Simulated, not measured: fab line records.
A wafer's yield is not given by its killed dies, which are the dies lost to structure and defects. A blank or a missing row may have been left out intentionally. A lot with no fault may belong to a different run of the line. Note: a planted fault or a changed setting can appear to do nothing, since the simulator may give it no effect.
Struck lot and sound lot, side by side    flow n5 finfet    16 out of 1938 route steps
Sound: these wafers, L918.1, L918.2, L918.6. Struck: wafer L924.5. (L924.2 of the same lot was not struck and is left out.) The cause comes at the end.
At each step with rows: each side's tool, then ch and its chambers, then its first start. Under that, the readings that differ: sound wafers    struck wafers    difference of the means    sigmas: that difference in standard deviations of wafers without a fault.
alike: readings with means less than 2 such deviations apart, plus words and numbers identical on both sides. not compared: withheld readings, readings lacking a value on some wafer, bounds such as >300 that could conceal the same value, and numbers that have no deviation in the record and whose values overlap.
The two part at a step that has a row with sigmas, a row that says differs or no value, or rows on one side only. When numbers do not overlap yet have no deviation, they are printed without sigmas and do not part them. A reading missing from all wafers of one side parts the sides only when that side holds two or more wafers.

N5_HKMG_FIN_STRIP_60: strips in N2/H2, time 360 s.
  sound on plasma asher-02 ch 0,1, day 5 17:06; struck on plasma asher-01 ch 1, day 7 06:44
reading                      sound        struck  difference  sigmas
drypump motor current A (A)  5.1 5.4 5.4  6.5     +1.2        +2
  alike: heater power w, n2 flow sccm
  not compared: rf hours counter h
then, 2 steps without rows for these wafers: N5_HKMG_FIN_WET_ETCH_77 (etches La2O3 in dHCl, stops on HfO2, target depth 2 nm); N5_HKMG_FIN_WET_ETCH_78 (etches Al2O3 in dNH4OH, stops on La2O3, target depth 4.5 nm, rinse time 30 s).
N5_HKMG_FIN_ALD_79: deposits TiN, target thk 1.5 nm, pulse time 1 s, purge time 3 s.
  sound on ald metal-04 ch 0,1,2, day 5 17:35; struck on ald metal-01 ch 0, day 7 07:13
  alike: heater power w, precursor pulse height rel, susceptor temp C
  not compared: ald cycles
N5_HKMG_FIN_CVD_62: deposits a-Si from Si2H6, target thk 3 nm, time 20.8 s.
  sound on thermal cvd si-02 ch 1,2, day 5 17:57; struck on thermal cvd si-01 ch 1, day 7 07:35
  alike: heater power w, susceptor temp C
then, 5 steps without rows for these wafers: N5_HKMG_FIN_RTA_80 (time 2 s); N5_HKMG_FIN_PRECLEAN_64 (cleans in dHF, time 30 s); N5_HKMG_FIN_WET_ETCH_65 (etches a-Si in TMAH, stops on TiN, time 49 s, target depth 3 nm); N5_HKMG_FIN_WET_ETCH_81 (etches TiN in SC1, stops on HfO2, time 57 s, target depth 6 nm); N5_HKMG_FIN_WET_ETCH_82 (etches La2O3 in dHCl, stops on HfO2, target depth 2 nm, rinse time 30 s).
N5_HKMG_FIN_ALD_36: deposits TiN, target thk 1 nm, pulse time 1 s, purge time 3 s.
  sound on ald metal-04 ch 0,2,3, day 5 18:26; struck on ald metal-01 ch 3, day 7 07:59
reading               sound                 struck  difference  sigmas
susceptor temp C (C)  400.12 399.94 399.87  399.44  -0.54       -2
  alike: heater power w, precursor pulse height rel
  not compared: ald cycles
N5_HKMG_FIN_THK_MEAS_70: measures by xrf.
  sound on film metro-02 at day 5 18:43; struck on film metro-01 at day 7 08:16
  alike: HK_THK
N5_HKMG_FIN_PWFM_ALD_03: deposits TiN, target thk 2 nm, pulse time 1 s, purge time 3 s.
  sound on ald metal-02 ch 0,1, day 5 18:45; struck on ald metal-02 ch 2, day 7 08:18
reading     sound     struck  difference  sigmas
ald cycles  91 91 91  96      +5          
  alike: heater power w, precursor pulse height rel, susceptor temp C
then, 1 step without rows for these wafers: N5_HKMG_FIN_COAT_29 (time 60 s, resist thk 300 nm).
-- a jump in the record: the struck wafers' starts before and after are 4 days apart (it breaks off in module HKMG_FIN and resumes in module BEOL_M4, where the first step shown is number 1111 of the route) --
N5_BEOL_M4_RC_MEAS_101:
  sound on prober-02 ch 0, day 9 11:56; struck on prober-01 ch 0, day 11 13:13
  alike: DIBL_N, DIBL_P, IOFF_N, IOFF_P, ION_N, ION_P, SS_N, SS_P, VT_N, VT_P
-- a jump in the record: the struck wafers' starts before and after are 5 days apart (it breaks off in module BEOL_M4 and resumes in module PASSIVATION, where the first step shown is number 1936 of the route) --
N5_PASSIVATION_PROBE_49:
  the record has rows for the struck wafers here (prober-01, day 16 08:24) and none for the sound ones

## WHERE THEY PART
At N5_HKMG_FIN_STRIP_60 first; at N5_PASSIVATION_PROBE_49 last (within this record only).

WHY: the cause the simulator had injected
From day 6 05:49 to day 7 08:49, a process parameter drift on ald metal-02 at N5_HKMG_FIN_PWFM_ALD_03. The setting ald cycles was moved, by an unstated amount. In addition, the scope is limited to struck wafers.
